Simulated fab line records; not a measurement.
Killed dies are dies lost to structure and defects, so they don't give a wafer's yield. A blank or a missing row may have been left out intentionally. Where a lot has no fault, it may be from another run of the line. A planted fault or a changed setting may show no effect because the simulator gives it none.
Which tool is to blame? + flow n5Finfet + 69 wafers from 23 lots sampled at 6 of the route's 1938 steps

## WHAT THE GAUGES SHOWED, per wafer
The record lacks any reading of a measuring or inspecting step that a usual standard deviation could be used to judge.

## EACH LOT AND THE TOOL THAT RAN IT (in order: tool; ch and the chambers of the sampled wafers; start)
| lot  | N5_BEOL_M6_ETCH_65                | N5_BEOL_M6_STRIP_80                          | N5_BEOL_M6_ALD_77                  | N5_BEOL_M6_SPUTTER_48       | N5_BEOL_M6_CMP_52             | N5_BEOL_M7_CURE_74           |
|------|-----------------------------------|----------------------------------------------|------------------------------------|-----------------------------|-------------------------------|------------------------------|
| L075 | rieDiel-05 ch 0,2, day 9 00:42    | rieDiel-05 ch 0,2, day 9 02:02 or earlier    | aldMetal-02 ch 1,2, day 9 02:02    | pvdSputter-01, day 9 02:44  | cmp-02 ch 0,1,2, day 9 03:28  | uvCure-01 ch 2, day 9 04:06  |
| L074 | rieDiel-03 ch 0,2, day 9 01:28    | rieDiel-03 ch 0,2, day 9 02:59 or earlier    | aldMetal-01 ch 0,1,3, day 9 02:59  | pvdSputter-02, day 9 03:35  | cmp-01 ch 0,1,2, day 9 04:27  | uvCure-03 ch 1, day 9 05:16  |
| L076 | rieDiel-04 ch 0,2, day 9 02:57    | rieDiel-04 ch 0,2, day 9 04:14 or earlier    | aldMetal-04 ch 0,3, day 9 04:14    | pvdSputter-01, day 9 06:34  | cmp-02 ch 1,2,3, day 9 07:06  | uvCure-01 ch 0, day 9 07:38  |
| L077 | rieDiel-05 ch 1,2, day 9 10:56    | rieDiel-05 ch 1,2, day 9 12:04 or earlier    | aldMetal-01 ch 1,3, day 9 12:04    | pvdSputter-01, day 9 12:35  | cmp-01 ch 0,2, day 9 13:47    | uvCure-02 ch 2, day 9 14:29  |
| L078 | rieDiel-04 ch 0,2,3, day 9 13:10  | rieDiel-04 ch 0,2,3, day 9 15:19 or earlier  | aldMetal-01 ch 2,3, day 9 15:19    | pvdSputter-03, day 9 15:53  | cmp-02 ch 0,1,3, day 9 16:25  | uvCure-01 ch 0, day 9 16:59  |
| L079 | rieDiel-05 ch 0,3, day 9 23:28    | rieDiel-05 ch 0,3, day 10 00:32 or earlier   | aldMetal-02 ch 2,3, day 10 00:32   | pvdSputter-01, day 10 02:37 | cmp-01 ch 2,3, day 10 03:08   | uvCure-03 ch 2, day 10 03:56 |
| L081 | rieDiel-04 ch 0,1,3, day 10 05:44 | rieDiel-04 ch 0,1,3, day 10 06:57 or earlier | aldMetal-02 ch 0,1,3, day 10 06:57 | pvdSputter-02, day 10 08:52 | cmp-04 ch 2,3, day 10 09:23   | uvCure-02 ch 0, day 10 09:56 |
| L080 | rieDiel-04 ch 0,1,3, day 10 08:32 | rieDiel-04 ch 0,1,3, day 10 09:49 or earlier | aldMetal-02 ch 1,2,3, day 10 09:49 | pvdSputter-03, day 10 10:22 | cmp-02 ch 0,1,3, day 10 10:52 | uvCure-02 ch 0, day 10 11:30 |
| L083 | rieDiel-03 ch 0,1,2, day 10 15:09 | rieDiel-03 ch 0,1,2, day 10 16:47 or earlier | aldMetal-01 ch 0,1, day 10 16:47   | pvdSputter-01, day 10 17:34 | cmp-02 ch 0,2,3, day 10 18:09 | uvCure-02 ch 1, day 10 18:54 |
| L082 | rieDiel-03 ch 0,1, day 10 23:25   | rieDiel-03 ch 0,1, day 11 00:53 or earlier   | aldMetal-01 ch 0,1,2, day 11 00:53 | pvdSputter-02, day 11 01:28 | cmp-02 ch 0,1,3, day 11 01:59 | uvCure-03 ch 1, day 11 02:32 |
| L084 | rieDiel-03 ch 0,3, day 11 01:37   | rieDiel-03 ch 0,3, day 11 02:56 or earlier   | aldMetal-04 ch 1,2, day 11 02:56   | pvdSputter-01, day 11 03:47 | cmp-02 ch 0,3, day 11 04:19   | uvCure-03 ch 2, day 11 05:08 |
| L085 | rieDiel-05 ch 1,2,3, day 11 05:47 | rieDiel-05 ch 1,2,3, day 11 06:58 or earlier | aldMetal-01 ch 1,2, day 11 06:58   | pvdSputter-03, day 11 07:52 | cmp-01 ch 0,3, day 11 08:37   | uvCure-01 ch 1, day 11 09:19 |
| L087 | rieDiel-03 ch 0,2, day 11 14:53   | rieDiel-03 ch 0,2, day 11 15:53 or earlier   | aldMetal-02 ch 0,3, day 11 15:53   | pvdSputter-03, day 11 16:38 | cmp-01 ch 2,3, day 11 17:08   | uvCure-01 ch 0, day 11 17:58 |
| L086 | rieDiel-04 ch 0,2, day 11 15:04   | rieDiel-04 ch 0,2, day 11 16:28 or earlier   | aldMetal-04 ch 1,2, day 11 16:28   | pvdSputter-03, day 11 16:59 | cmp-02 ch 0,1,2, day 11 18:03 | uvCure-03 ch 0, day 11 18:38 |
| L088 | rieDiel-05 ch 0,1,2, day 12 08:38 | rieDiel-05 ch 0,1,2, day 12 11:25 or earlier | aldMetal-04 ch 0,2,3, day 12 11:25 | pvdSputter-03, day 12 12:08 | cmp-01 ch 0,2,3, day 12 12:54 | uvCure-01 ch 1, day 12 13:29 |
| L090 | rieDiel-04 ch 0,1,3, day 12 11:06 | rieDiel-04 ch 0,1,3, day 12 12:26 or earlier | aldMetal-01 ch 1,2,3, day 12 12:26 | pvdSputter-03, day 12 12:55 | cmp-01 ch 1,2, day 12 13:53   | uvCure-01 ch 2, day 12 14:28 |
| L089 | rieDiel-03 ch 2,3, day 12 11:16   | rieDiel-03 ch 2,3, day 12 12:30 or earlier   | aldMetal-02 ch 0,1,3, day 12 12:30 | pvdSputter-02, day 12 12:58 | cmp-01 ch 0,1, day 12 14:23   | uvCure-02 ch 0, day 12 15:02 |
| L091 | rieDiel-04 ch 0,3, day 13 06:37   | rieDiel-04 ch 0,3, day 13 07:54 or earlier   | aldMetal-04 ch 0,2, day 13 07:54   | pvdSputter-01, day 13 10:13 | cmp-04 ch 0,3, day 13 11:01   | uvCure-03 ch 1, day 13 11:40 |
| L094 | rieDiel-05 ch 2,3, day 13 13:26   | rieDiel-05 ch 2,3, day 13 14:32 or earlier   | aldMetal-01 ch 0,3, day 13 14:32   | pvdSputter-02, day 13 15:59 | cmp-04 ch 2,3, day 13 16:29   | uvCure-01 ch 2, day 13 17:07 |
| L092 | rieDiel-04 ch 1,2,3, day 13 13:37 | rieDiel-04 ch 1,2,3, day 13 16:04 or earlier | aldMetal-02 ch 0,1, day 13 16:04   | pvdSputter-02, day 13 16:38 | cmp-01 ch 0,2,3, day 13 17:27 | uvCure-02 ch 1, day 13 18:05 |
| L095 | rieDiel-04 ch 1,3, day 13 15:34   | rieDiel-04 ch 1,3, day 13 16:35 or earlier   | aldMetal-02 ch 0,1,2, day 13 16:35 | pvdSputter-02, day 13 17:20 | cmp-01 ch 0,2,3, day 13 18:16 | uvCure-03 ch 2, day 13 18:56 |
| L096 | rieDiel-03 ch 1,2, day 14 13:59   | rieDiel-03 ch 1,2, day 14 14:59 or earlier   | aldMetal-01 ch 1,2, day 14 14:59   | pvdSputter-02, day 14 15:40 | cmp-02 ch 1,3, day 14 16:30   | uvCure-02 ch 2, day 14 17:14 |
| L097 | rieDiel-04 ch 1,2,3, day 14 19:36 | rieDiel-04 ch 1,2,3, day 14 20:37 or earlier | aldMetal-02 ch 0,2,3, day 14 20:37 | pvdSputter-03, day 14 21:20 | cmp-04 ch 1,2, day 14 22:29   | uvCure-01 ch 0, day 14 23:08 |
- N5_BEOL_M6_ETCH_65: etches SiARC in CF4, target depth 15.6 nm, time 26 s.
- N5_BEOL_M6_STRIP_80: strips in N2/H2, time 10 s.
- N5_BEOL_M6_ALD_77: deposits TaN, target thk 2 nm, pulse time 2 s, purge time 3 s.
- N5_BEOL_M6_SPUTTER_48: material Cu, target thk 10 nm, time 1.667 s.
- N5_BEOL_M6_CMP_52: polishes, stops on SiCOH lowk, t overpolish 6.9 s, target thk 80 nm.
- N5_BEOL_M7_CURE_74: cures SiCOH lowk, time 240 s.

## WHAT THE TOOLS THEMSELVES READ (means of the sampled wafers that have a number; where no wafer has one, the mark that the record gives instead)
N5_BEOL_M6_ETCH_65.
| lot  | tool       | drypumpMotorCurrentA (A) | etchRfOnTimeS (s) | oesProductAu (a.u.) | rfFwdPowerW (W) | rfVppV (V) | showerheadPlenumPTorr (Torr) | throttleValvePct (%) |
|------|------------|--------------------------|-------------------|---------------------|-----------------|------------|------------------------------|----------------------|
| L075 | rieDiel-05 | 6.0                      | 26.4              | 0.74                | 535.0           | 182.3      | 2.07                         | 15.3                 |
| L074 | rieDiel-03 | 5.4                      | 24.5              | 0.73                | 528.9           | 185.0      | 2.20                         | 15.4                 |
| L076 | rieDiel-04 | 5.9                      | 25.8              | 0.67                | 533.7           | 183.0      | 2.07                         | 15.7                 |
| L077 | rieDiel-05 | 6.4                      | 26.3              | 0.76                | 534.2           | 185.3      | 2.20                         | 15.5                 |
| L078 | rieDiel-04 | 5.7                      | 25.1              | 0.75                | 530.4           | 184.3      | 2.15                         | 15.4                 |
| L079 | rieDiel-05 | 5.8                      | 25.7              | 0.75                | 533.9           | 183.8      | 2.13                         | 15.4                 |
| L081 | rieDiel-04 | 5.2                      | 25.4              | 0.75                | 532.9           | 185.4      | 2.16                         | 15.4                 |
| L080 | rieDiel-04 | 5.2                      | 25.5              | 0.75                | 533.8           | 183.4      | 2.16                         | 15.4                 |
| L083 | rieDiel-03 | 5.6                      | 24.9              | 0.69                | 532.6           | 184.2      | 2.13                         | 15.6                 |
| L082 | rieDiel-03 | 5.9                      | 25.2              | 0.68                | 532.2           | 184.1      | 2.13                         | 15.8                 |
| L084 | rieDiel-03 | 5.4                      | 24.6              | 0.69                | 531.5           | 184.9      | 2.21                         | 15.5                 |
| L085 | rieDiel-05 | 6.2                      | 25.9              | 0.69                | 532.9           | 183.8      | 2.18                         | 15.5                 |
| L087 | rieDiel-03 | 5.3                      | 24.9              | 0.69                | 531.8           | 184.5      | 2.13                         | 15.5                 |
| L086 | rieDiel-04 | 5.9                      | 26.2              | 0.65                | 531.1           | 183.9      | 2.06                         | 15.7                 |
| L088 | rieDiel-05 | 6.2                      | 26.3              | 0.71                | 533.4           | 184.2      | 2.12                         | 15.5                 |
| L090 | rieDiel-04 | 5.2                      | 25.4              | 0.72                | 533.1           | 184.0      | 2.15                         | 15.5                 |
| L089 | rieDiel-03 | 5.3                      | 25.6              | 0.63                | 531.1           | 183.3      | 2.08                         | 15.7                 |
| L091 | rieDiel-04 | 5.4                      | 24.3              | 0.78                | 529.5           | 185.3      | 2.22                         | 15.2                 |
| L094 | rieDiel-05 | 6.1                      | 25.9              | 0.62                | 531.4           | 183.4      | 2.10                         | 15.6                 |
| L092 | rieDiel-04 | 5.5                      | 25.8              | 0.72                | 532.8           | 185.1      | 2.19                         | 15.6                 |
| L095 | rieDiel-04 | 5.0                      | 27.0              | 0.63                | 532.9           | 183.1      | 2.11                         | 15.8                 |
| L096 | rieDiel-03 | 5.7                      | 25.2              | 0.63                | 531.5           | 183.2      | 2.06                         | 16.0                 |
| L097 | rieDiel-04 | 5.4                      | 26.1              | 0.70                | 533.7           | 184.6      | 2.19                         | 15.6                 |

N5_BEOL_M6_STRIP_80.
| lot  | tool       | drypumpMotorCurrentA (A) | n2FlowSccm (sccm) | oesProductAu (a.u.) | rfVppV (V) | showerheadPlenumPTorr (Torr) | throttleValvePct (%) |
|------|------------|--------------------------|-------------------|---------------------|------------|------------------------------|----------------------|
| L075 | rieDiel-05 | 6.0                      | 200.0             | 0.88                | 59.5       | 2.46                         | 23.47                |
| L074 | rieDiel-03 | 5.4                      | 200.2             | 0.85                | 59.2       | 2.61                         | 23.36                |
| L076 | rieDiel-04 | 6.0                      | 199.8             | 0.77                | 59.4       | 2.47                         | 23.88                |
| L077 | rieDiel-05 | 6.4                      | 200.7             | 0.90                | 59.7       | 2.61                         | 23.31                |
| L078 | rieDiel-04 | 5.7                      | 200.0             | 0.86                | 59.2       | 2.56                         | 23.64                |
| L079 | rieDiel-05 | 5.8                      | 200.1             | 0.87                | 59.8       | 2.54                         | 23.56                |
| L081 | rieDiel-04 | 5.2                      | 199.7             | 0.87                | 59.3       | 2.57                         | 23.51                |
| L080 | rieDiel-04 | 5.2                      | 199.5             | 0.86                | 58.6       | 2.57                         | 23.51                |
| L083 | rieDiel-03 | 5.6                      | 200.2             | 0.80                | 58.6       | 2.51                         | 23.45                |
| L082 | rieDiel-03 | 5.8                      | 200.2             | 0.78                | 58.5       | 2.49                         | 23.46                |
| L084 | rieDiel-03 | 5.5                      | 199.4             | 0.80                | 59.1       | 2.62                         | 23.43                |
| L085 | rieDiel-05 | 6.3                      | 199.7             | 0.82                | 59.2       | 2.60                         | 23.50                |
| L087 | rieDiel-03 | 5.3                      | 200.4             | 0.80                | 59.0       | 2.51                         | 23.45                |
| L086 | rieDiel-04 | 6.0                      | 200.5             | 0.75                | 58.8       | 2.46                         | 23.92                |
| L088 | rieDiel-05 | 6.2                      | 200.0             | 0.83                | 59.4       | 2.52                         | 23.42                |
| L090 | rieDiel-04 | 5.2                      | 200.2             | 0.83                | 59.6       | 2.56                         | 23.53                |
| L089 | rieDiel-03 | 5.3                      | 199.9             | 0.74                | 58.9       | 2.45                         | 23.58                |
| L091 | rieDiel-04 | 5.4                      | 199.9             | 0.88                | 59.7       | 2.65                         | 23.45                |
| L094 | rieDiel-05 | 6.2                      | 199.6             | 0.73                | 59.2       | 2.51                         | 23.65                |
| L092 | rieDiel-04 | 5.4                      | 199.7             | 0.84                | 59.1       | 2.60                         | 23.59                |
| L095 | rieDiel-04 | 5.0                      | 200.3             | 0.74                | 58.6       | 2.49                         | 23.59                |
| L096 | rieDiel-03 | 5.7                      | 199.5             | 0.73                | 58.5       | 2.40                         | 23.57                |
| L097 | rieDiel-04 | 5.5                      | 200.2             | 0.82                | 59.4       | 2.59                         | 23.60                |

N5_BEOL_M6_ALD_77.
| lot  | tool        | heaterPowerW (W) |
|------|-------------|------------------|
| L075 | aldMetal-02 | 421              |
| L074 | aldMetal-01 | 467              |
| L076 | aldMetal-04 | 397              |
| L077 | aldMetal-01 | 457              |
| L078 | aldMetal-01 | 467              |
| L079 | aldMetal-02 | 470              |
| L081 | aldMetal-02 | 428              |
| L080 | aldMetal-02 | 438              |
| L083 | aldMetal-01 | 413              |
| L082 | aldMetal-01 | 417              |
| L084 | aldMetal-04 | 491              |
| L085 | aldMetal-01 | 412              |
| L087 | aldMetal-02 | 443              |
| L086 | aldMetal-04 | 493              |
| L088 | aldMetal-04 | 402              |
| L090 | aldMetal-01 | 465              |
| L089 | aldMetal-02 | 429              |
| L091 | aldMetal-04 | 404              |
| L094 | aldMetal-01 | 515              |
| L092 | aldMetal-02 | 427              |
| L095 | aldMetal-02 | 443              |
| L096 | aldMetal-01 | 411              |
| L097 | aldMetal-02 | 466              |

N5_BEOL_M6_SPUTTER_48.
| lot  | tool          | throttleValvePct (%) |
|------|---------------|----------------------|
| L075 | pvdSputter-01 | 29.0                 |
| L074 | pvdSputter-02 | 30.9                 |
| L076 | pvdSputter-01 | 29.1                 |
| L077 | pvdSputter-01 | 28.9                 |
| L078 | pvdSputter-03 | 30.6                 |
| L079 | pvdSputter-01 | 30.2                 |
| L081 | pvdSputter-02 | 30.6                 |
| L080 | pvdSputter-03 | 31.5                 |
| L083 | pvdSputter-01 | 30.2                 |
| L082 | pvdSputter-02 | 29.3                 |
| L084 | pvdSputter-01 | 29.7                 |
| L085 | pvdSputter-03 | 30.9                 |
| L087 | pvdSputter-03 | 31.1                 |
| L086 | pvdSputter-03 | 30.7                 |
| L088 | pvdSputter-03 | 30.4                 |
| L090 | pvdSputter-03 | 30.6                 |
| L089 | pvdSputter-02 | 29.7                 |
| L091 | pvdSputter-01 | 29.7                 |
| L094 | pvdSputter-02 | 31.1                 |
| L092 | pvdSputter-02 | 30.8                 |
| L095 | pvdSputter-02 | 30.2                 |
| L096 | pvdSputter-02 | 30.2                 |
| L097 | pvdSputter-03 | 32.1                 |

N5_BEOL_M6_CMP_52.
| lot  | tool   | barrierFieldEndpointS (s) | motorCurrentA (A) | overpolishRunS (s) | retainingRingPressureFrac | slurryFilterDpKPa (kPa) | timeToEndpointS (s) |
|------|--------|---------------------------|-------------------|--------------------|---------------------------|-------------------------|---------------------|
| L075 | cmp-02 | 29.2                      | 5.6               | 6.904              | 0.999                     | 13.45                   | 63                  |
| L074 | cmp-01 | 29.4                      | 5.8               | 6.905              | 0.995                     | 13.46                   | 65                  |
| L076 | cmp-02 | 29.1                      | 5.7               | 6.902              | 1.000                     | 13.45                   | 65                  |
| L077 | cmp-01 | 28.0                      | 5.7               | 6.899              | 1.002                     | 13.51                   | 57                  |
| L078 | cmp-02 | 28.6                      | 5.5               | 6.901              | 1.003                     | 13.50                   | 65                  |
| L079 | cmp-01 | 28.8                      | 5.6               | 6.905              | 1.000                     | 13.53                   | 62                  |
| L081 | cmp-04 | 28.6                      | 5.8               | 6.904              | 1.000                     | 13.56                   | 64                  |
| L080 | cmp-02 | 29.3                      | 5.6               | 6.897              | 1.008                     | 13.37                   | 68                  |
| L083 | cmp-02 | 29.9                      | 5.8               | 6.893              | 0.999                     | 13.58                   | 68                  |
| L082 | cmp-02 | 28.6                      | 5.7               | 6.903              | 1.001                     | 13.59                   | 65                  |
| L084 | cmp-02 | 29.7                      | 5.8               | 6.900              | 1.007                     | 13.46                   | 67                  |
| L085 | cmp-01 | 27.9                      | 5.1               | 6.902              | 1.001                     | 13.42                   | 59                  |
| L087 | cmp-01 | 27.9                      | 5.5               | 6.897              | 0.998                     | 13.57                   | 58                  |
| L086 | cmp-02 | 28.7                      | 5.7               | 6.904              | 1.006                     | 13.47                   | 58                  |
| L088 | cmp-01 | 28.8                      | 5.3               | 6.893              | 1.001                     | 13.44                   | 59                  |
| L090 | cmp-01 | 29.1                      | 6.4               | 6.902              | 1.000                     | 13.57                   | 62                  |
| L089 | cmp-01 | 28.4                      | 6.1               | 6.900              | 0.999                     | 13.57                   | 63                  |
| L091 | cmp-04 | 30.0                      | 6.2               | 6.903              | 0.996                     | 13.48                   | 61                  |
| L094 | cmp-04 | 30.6                      | 5.9               | 6.892              | 0.998                     | 13.40                   | 63                  |
| L092 | cmp-01 | 28.8                      | 5.3               | 6.906              | 1.003                     | 13.57                   | 59                  |
| L095 | cmp-01 | 28.7                      | 5.2               | 6.908              | 0.997                     | 13.40                   | 59                  |
| L096 | cmp-02 | 28.0                      | 5.2               | 6.906              | 1.002                     | 13.58                   | 60                  |
| L097 | cmp-04 | 30.6                      | 5.2               | 6.900              | 0.998                     | 13.32                   | 69                  |

N5_BEOL_M7_CURE_74.
| lot  | tool      | lampPowerPct (%) | wafer_temp_C_max |
|------|-----------|------------------|------------------|
| L075 | uvCure-01 | 52.29            | 386.3            |
| L074 | uvCure-03 | 52.31            | 386.3            |
| L076 | uvCure-01 | 52.29            | 386.5            |
| L077 | uvCure-02 | 52.27            | 386.5            |
| L078 | uvCure-01 | 52.30            | 386.9            |
| L079 | uvCure-03 | 52.32            | 388.0            |
| L081 | uvCure-02 | 52.37            | 387.0            |
| L080 | uvCure-02 | 52.32            | 387.2            |
| L083 | uvCure-02 | 52.33            | 387.1            |
| L082 | uvCure-03 | 52.31            | 386.5            |
| L084 | uvCure-03 | 52.32            | 387.5            |
| L085 | uvCure-01 | 52.32            | 387.8            |
| L087 | uvCure-01 | 52.25            | 386.6            |
| L086 | uvCure-03 | 52.34            | 387.1            |
| L088 | uvCure-01 | 52.34            | 387.5            |
| L090 | uvCure-01 | 52.34            | 386.3            |
| L089 | uvCure-02 | 52.33            | 387.2            |
| L091 | uvCure-03 | 52.30            | 386.0            |
| L094 | uvCure-01 | 52.33            | 386.0            |
| L092 | uvCure-02 | 52.30            | 386.4            |
| L095 | uvCure-03 | 52.28            | 387.4            |
| L096 | uvCure-02 | 52.35            | 386.8            |
| L097 | uvCure-01 | 52.27            | 386.6            |

## THE ANSWER, worked out from the rows above alone
Rule: the lots themselves supply what counts as usual. The widest of any qualifying gaps counts: lots, ordered by their means at a reading, are off when they make up no more than a third of the lots, leave a main group of 4 or more, and stand apart from it by 3 or more times the standard deviation of that group's means. If all means in a main group match to the digits the tables above print for the reading, that group is not used. A lot without any number at a reading at which 4 lots or more have one is off too. Where the step has rows for the other lots, those lots are counted as sound. First the gauges in route order, then the tools' own readings, where a lot's mean is used as printed above. At the first step where some lot is off, the reading lying furthest off is the one used; lots without a number count as furthest.
None of the lots is off at any reading shown; this tells nothing.

## WHAT THE SIMULATOR HAD PUT IN
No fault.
